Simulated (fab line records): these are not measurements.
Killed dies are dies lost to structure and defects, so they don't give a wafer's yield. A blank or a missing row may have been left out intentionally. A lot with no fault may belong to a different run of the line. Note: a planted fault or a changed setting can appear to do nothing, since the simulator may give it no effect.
Which tool was responsible? | flow n5-finfet | 10 lots, 30 wafers sampled, at 5 steps of a route of 1938

WHAT THE GAUGES SHOWED, per wafer
N5_BEOL_M7_CD_MEAS_35: the cd target is 40 nm. Usual: cd-nm reads 39.9 nm (standard deviation 0.64).
lot  | measured     | on        | cd-nm (nm)     | flag
L646 | day 10 03:50 | cd-sem-01 | 39.5 40.4 39.3 |
L647 | day 10 07:07 | cd-sem-01 | 38.7 40.0 39.8 |
L648 | day 10 12:43 | cd-sem-02 | 40.5 39.8 40.2 |
L650 | day 11 04:17 | cd-sem-02 | 40.2 40.6 41.3 |
L649 | day 11 12:14 | cd-sem-03 | 40.0 39.9 39.2 |
L664 | day 15 03:11 | cd-sem-03 | 40.8 39.7 40.7 |
L662 | day 15 04:20 | cd-sem-01 | 40.2 40.2 40.1 |
L663 | day 15 14:14 | cd-sem-03 | 40.6 41.1 40.5 |
L667 | day 15 22:25 | cd-sem-02 | 39.3 38.9 39.3 |
L668 | day 16 00:59 | cd-sem-01 | 40.0 40.9 39.7 |

N5_BEOL_M8_THK_MEAS_01. Usual: M8_ILD_THK typically reads 154.9 nm, with standard deviation 2.
lot  | measured     | on            | M8_ILD_THK (nm)   | flag
L646 | day 10 08:48 | film-metro-02 | 152.4 157.0 155.8 |
L647 | day 10 11:24 | film-metro-02 | 155.6 157.0 157.3 |
L648 | day 10 16:09 | film-metro-02 | 152.9 155.2 152.5 |
L650 | day 11 07:22 | film-metro-01 | 151.9 154.9 154.6 |
L649 | day 11 16:14 | film-metro-02 | 151.6 153.0 155.0 |
L664 | day 15 06:39 | film-metro-02 | 151.9 154.7 158.0 |
L662 | day 15 07:44 | film-metro-02 | 212.6 155.1 154.4 | OFF
L663 | day 15 18:39 | film-metro-01 | 153.8 155.7 156.3 |
L667 | day 16 02:29 | film-metro-02 | 156.6 156.0 157.3 |
L668 | day 16 04:16 | film-metro-02 | 154.2 150.9 153.5 |

N5_BEOL_M8_CD_MEAS_11: the cd target is 38.5 nm. Usual: cd-nm reads 38.2 nm (standard deviation 0.56).
lot  | measured     | on        | cd-nm (nm)     | flag
L646 | day 10 10:13 | cd-sem-01 | 38.7 38.9 38.5 |
L647 | day 10 12:00 | cd-sem-02 | 37.7 37.2 37.9 |
L648 | day 10 17:58 | cd-sem-03 | 37.4 37.4 37.4 |
L650 | day 11 09:13 | cd-sem-01 | 38.8 39.1 39.3 |
L649 | day 11 17:22 | cd-sem-01 | 38.8 38.4 38.6 |
L664 | day 15 08:05 | cd-sem-03 | 38.7 38.2 39.1 |
L662 | day 15 09:31 | cd-sem-01 | 38.9 38.4 37.8 |
L663 | day 15 22:03 | cd-sem-01 | 37.6 38.6 38.9 |
L667 | day 16 03:23 | cd-sem-03 | 38.1 37.8 37.4 |
L668 | day 16 07:56 | cd-sem-01 | 38.6 39.2 39.1 |

TOOL THAT RAN EACH LOT (tool first, then ch and the chambers of the sampled wafers, then the start)
lot  | N5_BEOL_M7_STRIP_80                           | N5_BEOL_M8_ILD_DEP_00
L646 | rie-diel-05 ch 1,3, day 10 03:50 or earlier   | pecvd-01 ch 0,1,2, day 10 07:44
L647 | rie-diel-05 ch 0,1, day 10 07:07 or earlier   | pecvd-03 ch 0,2, day 10 10:20
L648 | rie-diel-03 ch 1,3, day 10 12:43 or earlier   | pecvd-03 ch 1,2, day 10 15:05
L650 | rie-diel-05 ch 0,1,2, day 11 04:17 or earlier | pecvd-03 ch 2, day 11 06:40
L649 | rie-diel-05 ch 1,2, day 11 12:14 or earlier   | pecvd-04 ch 0,1, day 11 15:39
L664 | rie-diel-03 ch 0,1, day 15 03:11 or earlier   | pecvd-04 ch 1,2, day 15 06:04
L662 | rie-diel-02 ch 0,2,3, day 15 04:20 or earlier | pecvd-03 ch 0,1,2, day 15 07:10
L663 | rie-diel-03 ch 0,1,3, day 15 14:14 or earlier | pecvd-01 ch 0,1,2, day 15 18:04
L667 | rie-diel-05 ch 0,2, day 15 22:25 or earlier   | pecvd-01 ch 0,1, day 16 01:54
L668 | rie-diel-03 ch 1,3, day 16 00:59 or earlier   | pecvd-04 ch 1,2, day 16 03:40
- N5_BEOL_M7_STRIP_80: strips in N2/H2, time 10 s.
- N5_BEOL_M8_ILD_DEP_00: deposits SiCOH lowk from DEMS/porogen, target thk 179.75 nm, time 33.4 s.

WHAT THE TOOLS THEMSELVES READ (means of the sampled wafers that have a number; where no wafer has one, the mark that the record gives instead)
N5_BEOL_M7_STRIP_80. Usual: for chamber-pressure-mTorr, 19.999 mTorr with a standard deviation of 0.019; for drypump-motor-current-A, 5.5 A with a standard deviation of 0.47; for n2-flow-sccm, 200.0 sccm with a standard deviation of 0.59; for oes-product-au, 0.82 a.u. with a standard deviation of 0.11; for rf-vpp-V, 59.2 V with a standard deviation of 0.83; for showerhead-plenum-p-Torr, 2.55 Torr with a standard deviation of 0.09; for throttle-valve-pct, 23.32 % with a standard deviation of 0.21.
lot  | tool        | chamber-pressure-mTorr (mTorr) | drypump-motor-current-A (A) | n2-flow-sccm (sccm) | oes-product-au (a.u.) | rf-vpp-V (V) | showerhead-plenum-p-Torr (Torr) | throttle-valve-pct (%) | flag
L646 | rie-diel-05 | 19.992                         | 5.2                         | 200.4               | 0.80                  | 59.7         | 2.65                            | 23.12                  |
L647 | rie-diel-05 | 20.022                         | 5.5                         | 199.5               | 0.90                  | 59.5         | 2.62                            | 23.17                  |
L648 | rie-diel-03 | 19.996                         | 5.6                         | 199.4               | 0.86                  | 58.9         | 2.55                            | 23.41                  |
L650 | rie-diel-05 | 19.989                         | 5.5                         | 200.2               | 0.93                  | 59.1         | 2.62                            | 23.26                  |
L649 | rie-diel-05 | 20.002                         | 5.6                         | 200.3               | 0.94                  | 60.1         | 2.69                            | 23.25                  |
L664 | rie-diel-03 | 19.997                         | 5.9                         | 200.9               | 0.80                  | 59.1         | 2.51                            | 23.23                  |
L662 | rie-diel-02 | 19.983                         | 5.5                         | 199.9               | 0.77                  | 58.9         | 2.53                            | 23.27                  |
L663 | rie-diel-03 | 19.991                         | 5.6                         | 199.5               | 0.77                  | 58.9         | 2.54                            | 23.41                  |
L667 | rie-diel-05 | 19.987                         | 5.6                         | 199.8               | 0.90                  | 59.7         | 2.55                            | 23.40                  |
L668 | rie-diel-03 | 19.988                         | 5.6                         | 200.3               | 0.79                  | 59.0         | 2.53                            | 23.47                  |

N5_BEOL_M8_ILD_DEP_00. Usual: heater-power-w 350 W, standard deviation 57; showerhead-plenum-p-Torr 5.730 Torr, standard deviation 0.013; throttle-valve-pct 13.9 %, standard deviation 0.77.
lot  | tool     | heater-power-w (W) | showerhead-plenum-p-Torr (Torr) | throttle-valve-pct (%) | flag
L646 | pecvd-01 | 359                | 5.737                           | 14.0                   |
L647 | pecvd-03 | 371                | 5.724                           | 13.4                   |
L648 | pecvd-03 | 391                | 5.732                           | 13.2                   |
L650 | pecvd-03 | 418                | 5.732                           | 13.4                   |
L649 | pecvd-04 | 286                | 5.727                           | 14.6                   |
L664 | pecvd-04 | 325                | 5.726                           | 14.7                   |
L662 | pecvd-03 | 352                | 5.723                           | 13.4                   |
L663 | pecvd-01 | 354                | 5.734                           | 14.1                   |
L667 | pecvd-01 | 346                | 5.728                           | 14.4                   |
L668 | pecvd-04 | 371                | 5.724                           | 14.8                   |

THE ANSWER, worked out from the rows above alone
Rule: take the mean of a lot's wafers that have a number; if it is more than 3 standard deviations from the usual mean, the lot is off. Also off: a lot with no number at a reading for which 4 or more lots have one. Where the step has rows for the other lots, those lots are counted as sound. First the gauges in route order, then the tools' own readings, where a lot's mean is used as printed above. At the first step where some lot is off, the reading lying furthest off is the one used; lots without a number count as furthest.
Off: at N5_BEOL_M8_THK_MEAS_01 (M8_ILD_THK), L662.
A tool fits if, at a process step before that reading, it ran every lot that is off, and no sound lot after the first of them. Gauges at N5_BEOL_M8_THK_MEAS_01: tried the same way as those tools. N5_BEOL_M7_STRIP_80: start missing for some lots; hours and lot order therefore follow N5_BEOL_M7_CD_MEAS_35. Undecided on this evidence; 2 tools fit (rie-diel-02 at N5_BEOL_M7_STRIP_80, pecvd-03 at N5_BEOL_M8_ILD_DEP_00).

WHAT HAD BEEN PUT IN BY THE SIMULATOR
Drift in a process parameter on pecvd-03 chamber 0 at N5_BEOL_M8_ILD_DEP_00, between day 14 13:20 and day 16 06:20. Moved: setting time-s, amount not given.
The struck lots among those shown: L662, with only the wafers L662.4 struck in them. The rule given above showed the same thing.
